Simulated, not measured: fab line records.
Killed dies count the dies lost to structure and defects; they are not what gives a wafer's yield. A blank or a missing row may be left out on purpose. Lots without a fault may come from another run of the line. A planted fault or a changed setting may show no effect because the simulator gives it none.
Which tool is to blame? -- flow nand-harc -- 43 wafers from 15 lots sampled at 2 of the route's 1159 steps

== WHAT THE GAUGES READ, wafer by wafer ==
NHARC_A_SIN_REMOVE_INSPECT_04. Usual: raw-defect-count 303, standard deviation 69.
lot,measured,on,raw-defect-count,flag
L406,day 15 05:35,defect-inspect-01,171 252 255,
L409,day 15 09:59,defect-inspect-02,250 278 216,
L404,day 15 09:59,defect-inspect-02,296 287 376,
L407,day 15 10:00,defect-inspect-01,474 283 470,
L410,day 16 05:16,defect-inspect-02,262 295 327,
L412,day 16 20:43,defect-inspect-01,153 269 226,
L414,day 17 09:07,defect-inspect-01,335 303 260,
L419,day 17 19:36,defect-inspect-02,312 283 257,
L415,day 17 19:34,defect-inspect-01,318 229 302,
L417,day 18 05:04,defect-inspect-01,244 294 339,
L420,day 18 17:25,defect-inspect-01,269 249 284,
L422,day 19 02:15,defect-inspect-02,298 240,
L424,day 19 15:50,defect-inspect-02,297 339 306,
L427,day 20 04:48,defect-inspect-02,258 348 299,
L425,day 20 04:49,defect-inspect-01,272 326,

== EACH LOT AND THE TOOL THAT RAN IT (in order: tool; ch and the chambers of the sampled wafers; start) ==
lot,NHARC_A_SLIT_ETCH_29
L406,"rie-diel-11 ch 0,1,2, day 14 21:35"
L409,"rie-diel-10 ch 1,2,3, day 15 01:34"
L404,"rie-diel-11 ch 1,2,3, day 15 01:52"
L407,"rie-diel-11 ch 0,2,3, day 15 03:16"
L410,"rie-diel-06 ch 0,2,3, day 15 20:59"
L412,"rie-diel-06 ch 0,2,3, day 16 13:39"
L414,"rie-diel-11 ch 1,2,3, day 17 00:50"
L419,"rie-diel-11 ch 0,3, day 17 11:21"
L415,"rie-diel-11 ch 0,1,3, day 17 13:01"
L417,"rie-diel-10 ch 0,1,2, day 17 22:33"
L420,"rie-diel-11 ch 0,3, day 18 09:14"
L422,"rie-diel-10 ch 1,2, day 18 18:01"
L424,"rie-diel-06 ch 0,1,2, day 19 07:36"
L427,"rie-diel-11 ch 0,2,3, day 19 20:36"
L425,"rie-diel-10 ch 3, day 19 22:17"
- NHARC_A_SLIT_ETCH_29: etches the open film in CF4/O2, target depth 100 nm, overetch 10 nm, time 55 s.

== AS READ BY THE TOOLS THEMSELVES (means over the sampled wafers that have a number; for cases with no such wafer, the mark the record gives instead) ==
NHARC_A_SLIT_ETCH_29. Usual: drypump-motor-current-A 5.6 A, standard deviation 0.39; oes-product-au 1.000 a.u., standard deviation 0.011; rf-vpp-V 197.1 V, standard deviation 1.1; showerhead-plenum-p-Torr 1.30 Torr, standard deviation 0.042; throttle-valve-pct 13.398 %, standard deviation 0.0088.
lot,tool,drypump-motor-current-A (A),oes-product-au (a.u.),rf-vpp-V (V),showerhead-plenum-p-Torr (Torr),throttle-valve-pct (%),flag
L406,rie-diel-11,5.4,1.008,197.2,1.30,13.393,
L409,rie-diel-10,5.4,0.998,197.1,1.32,13.395,
L404,rie-diel-11,5.7,1.007,197.0,1.29,13.392,
L407,rie-diel-11,5.5,1.002,197.5,1.30,13.399,
L410,rie-diel-06,5.6,0.988,197.1,1.31,13.398,
L412,rie-diel-06,5.6,0.994,197.2,1.31,13.395,
L414,rie-diel-11,5.7,1.000,196.8,1.29,13.400,
L419,rie-diel-11,5.6,0.995,196.8,1.31,13.403,
L415,rie-diel-11,5.6,1.012,197.4,1.32,13.395,
L417,rie-diel-10,5.6,0.998,197.6,1.33,13.392,
L420,rie-diel-11,5.4,1.008,197.3,1.33,13.399,
L422,rie-diel-10,5.5,0.996,197.8,1.35,13.393,
L424,rie-diel-06,5.6,0.997,196.7,1.28,13.412,
L427,rie-diel-11,5.5,0.998,197.0,1.29,13.400,
L425,rie-diel-10,5.1,0.974,196.2,1.26,13.397,

== THE ANSWER, worked out from the rows above alone ==
Rule: take the mean of a lot's wafers that have a number; if it is more than 3 standard deviations from the usual mean, the lot is off. Also off: a lot with no number at a reading for which 4 or more lots have one. The other lots that the step has rows for count as sound. Order of review: gauges by route order, followed by the tools' own readings, for which a lot's mean as printed above is used. At the first step where some lot is off, the reading lying furthest off is the one used; lots without a number count as furthest.
None of the lots is off at any reading shown; this tells nothing.

== WHAT THE SIMULATOR HAD PUT IN ==
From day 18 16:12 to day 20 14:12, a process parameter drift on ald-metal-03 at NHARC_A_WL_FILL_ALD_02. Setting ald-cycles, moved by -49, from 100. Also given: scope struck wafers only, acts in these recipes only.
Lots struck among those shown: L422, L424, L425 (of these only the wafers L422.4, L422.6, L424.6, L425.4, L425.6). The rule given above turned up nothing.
